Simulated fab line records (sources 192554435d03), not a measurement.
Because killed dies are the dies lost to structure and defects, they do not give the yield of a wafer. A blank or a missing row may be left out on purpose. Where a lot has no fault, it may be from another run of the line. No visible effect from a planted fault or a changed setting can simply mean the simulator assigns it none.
2 desks, one fault	flow n5 finfet	only its own numbers are on each desk; what lay behind them is given at the end

== METROLOGY DESK ==
Means of the sampled wafers that have a number, per lot and without regard to the tool the lot ran on: this is what the gauges read. If a lot's mean is further than 4 standard deviations from the usual mean, the lot is out of limits and carries the mark OUT (the distance appears in the brackets). Only the readings that lie furthest out on some lot appear, 7 of the 10 it has.
Columns: A = DIBL_P at N5_BEOL_M4_RC_MEAS_101, usual 36.3 mV/V; B = IOFF_N at N5_BEOL_M4_RC_MEAS_101, usual 0.16 nA/um; C = IOFF_P at N5_BEOL_M4_RC_MEAS_101, usual 0.21 nA/um; D = ION_N at N5_BEOL_M4_RC_MEAS_101, usual 678 uA/um; E = ION_P at N5_BEOL_M4_RC_MEAS_101, usual 465 uA/um; F = SS_P at N5_BEOL_M4_RC_MEAS_101, usual 73.3 mV/dec; G = VT_N at N5_BEOL_M4_RC_MEAS_101, usual 249 mV
lot	first seen here	A	B	C	D	E	F	G
L859	day 8 13:13	32.2	0.11	0.17	656	455	72.3	255
L858	day 8 23:31	36.6	0.16	0.20	674	458	73.8	252
L860	day 9 03:50	36.3	0.18	0.25	686	468	73.7	248
L864	day 10 17:14	38.7	0.17	0.19	673	454	73.0	251
L866	day 10 22:55	35.1	0.15	0.21	682	465	73.5	247
L868	day 11 16:26	38.1	0.20	0.26	694	476	73.3	245
L871	day 12 21:02	38.6	0.21	0.25	692	467	73.7	245
L873	day 13 11:09	35.7	0.15	0.20	664	464	72.5	252
L875	day 13 20:16	35.2	0.14	0.20	675	464	72.5	250
L876	day 14 06:56	34.1	0.14	0.20	677	468	73.2	251
L878	day 14 13:26	39.0	0.21	0.27	693	470	74.2	244
This desk's finding: nothing out of limits on any of the 11 lots.

== DESK OF THE TOOL OWNER: litho track-05 ==
The tool's own readings at N5_HKMG_FIN_COAT_41 (time 60 s, resist thk 300 nm): means of the sampled wafers that have a number, for each lot that ran on this tool. If a lot's mean is further than 4 standard deviations from the usual mean, the lot is out of limits and carries the mark OUT (the distance appears in the brackets).
Columns: A = heater power total W at N5_HKMG_FIN_COAT_41, usual 500.6 W; B = plate temp C at N5_HKMG_FIN_COAT_41, usual 249.99 C
lot	first seen here	A	B
L858	day 4 13:29	500.8	250.31
L859	day 4 17:35	500.3	249.94
L860	day 4 22:31	501.2	249.98
L866	day 6 12:16	486.9 (-8.1) OUT	244.63 (-30) OUT
L868	day 7 00:57	486.9 (-8.0) OUT	244.79 (-29) OUT
This desk's verdict: out of limits on L866, L868, starting with L866 at day 6 12:16 (heater power total W at N5_HKMG_FIN_COAT_41). L858, L859, L860: within limits.

== BROUGHT TOGETHER ==
An alarm could have come from the tool owner's desk at day 6 12:16, on L866, L868.
Nothing out of limits was seen by the metrology desk.
The metrology desk holds a record of L866, L868, inside its limits.
N5_HKMG_FIN_COAT_41 was run on litho track-05 by each of the lots named.

== WHAT THE SIMULATOR HAD PUT IN ==
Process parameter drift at N5_HKMG_FIN_COAT_41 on litho track-05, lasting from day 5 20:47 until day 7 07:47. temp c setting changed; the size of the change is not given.
Struck lots among those shown: L866, L868.
Each desk's first reading out of limits, in hours after the fault started: the tool owner's desk, 15.
